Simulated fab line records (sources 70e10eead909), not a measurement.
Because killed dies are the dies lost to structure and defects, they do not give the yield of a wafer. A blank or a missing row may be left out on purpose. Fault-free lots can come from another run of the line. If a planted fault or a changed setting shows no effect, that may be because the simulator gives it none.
Problem report, 8D (eight disciplines) form, completed by code | flow nandHarc | the parts of the form that need people (team, actions taken, sign-off) are left out

## 1. THE PROBLEM
Wafers without a fault read 27, standard deviation 8.8; killedAtArray at NHARC_END_SORT_01 reads a mean of 100 on 5 wafers belonging to 3 lots. Measured from the usual mean, that is +8.2 standard deviations.
First observed at day 23 18:48: wafer L439.2, on prober-02. The record holds 6 wafers of 3 lots with a number at this step. The rule behind "out" and "out of limits": a value lying over 4 standard deviations away from the usual mean. Any other wafer with a number is counted as sound.

## 2. WHAT IT IS; WHAT IT IS NOT
question                    | is                                     | is not
which readings at this step | killedAtArray, killedDies              | killedAtOther, killedAtPeriphery, killedOpen, killedShort
which lots                  | L439, L442, L443                       | -
which wafers of those lots  | L439.2, L439.4, L442.2, L442.4, L443.4 | L443.3
read on which gauges        | prober-01, prober-02                   | -
when                        | from day 23 18:48                      | up to then (0 sound wafers); but 1 sound wafer of L443 came after

## 3. SUSPECTS, AND WHAT RULES EACH OUT
Counting: if a tool at a process step up to the reading ran every lot that is out, it stays a suspect. Sound lots after the first of them don't rule it out here, since some wafers of a struck lot are sound.
- the gauge at NHARC_END_SORT_01 is ruled out. Those wafers that are out were read across 2 gauges (prober-01, prober-02).
- rieDiel-05 at NHARC_A_SLIT_ETCH_24 (etches the open film in CF4/CHF3, target depth 121 nm, time 60.5 s): kept. It ran every lot that is out, first L439 (day 18 16:09).
- rieDiel-05 at NHARC_A_SLIT_ETCH_15 (etches the open film in O2/COS, target depth 3200 nm, time 832 s): kept. It ran every lot that is out, first L439 (day 18 16:14). Out on those wafers are its own readings of runLengthS.
The count leaves rieDiel-05 at NHARC_A_SLIT_ETCH_15 and rieDiel-05 at NHARC_A_SLIT_ETCH_24.

## 4. THE CAUSE (what the simulator had put in)
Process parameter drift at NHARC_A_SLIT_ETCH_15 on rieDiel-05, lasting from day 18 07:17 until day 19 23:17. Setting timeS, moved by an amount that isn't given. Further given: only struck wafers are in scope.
Of the 2 suspects that counting leaves, this tool is one.

## 5. THE EFFECT CHAIN, in route order
Each row: a reading where the mean over the struck wafers with a number is more than 3 standard deviations away from the usual. Readings are gone through only where the record gives a usual standard deviation; hours: the median, over the lots, of the time from a lot's start at the first step in this table giving one to that lot's start at this step; sigmas: the change measured in usual standard deviations.
hours | step                 | reading       | usual   | on struck wafers | change | sigmas
0     | NHARC_A_SLIT_ETCH_15 | runLengthS    | 853.3 s | 677.7            | -175.6 | -99 or more
123   | NHARC_END_SORT_01    | killedAtArray | 27      | 100              | +73    | +8.2
123   | NHARC_END_SORT_01    | killedDies    | 31      | 104              | +73    | +8.3
Its process steps:
- NHARC_A_SLIT_ETCH_15: etches the open film in O2/COS, target depth 3200 nm, time 832 s.

## 6. WHAT WOULD HAVE CAUGHT IT SOONER
132 hours passed between the start of the fault at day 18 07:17 and the first reading out of limits at a measuring or inspecting step in this record, taken at day 23 18:48.
Tool's own readings at NHARC_A_SLIT_ETCH_15, runLengthS: out on all struck wafers the step has rows for; an alarm limit on them would have tripped on the first.
The start of NHARC_A_SLIT_ETCH_15 on rieDiel-05 came by day 23 18:48 for every one of the lots that are out (3). Tool hold at that time: it would have spared none of them.
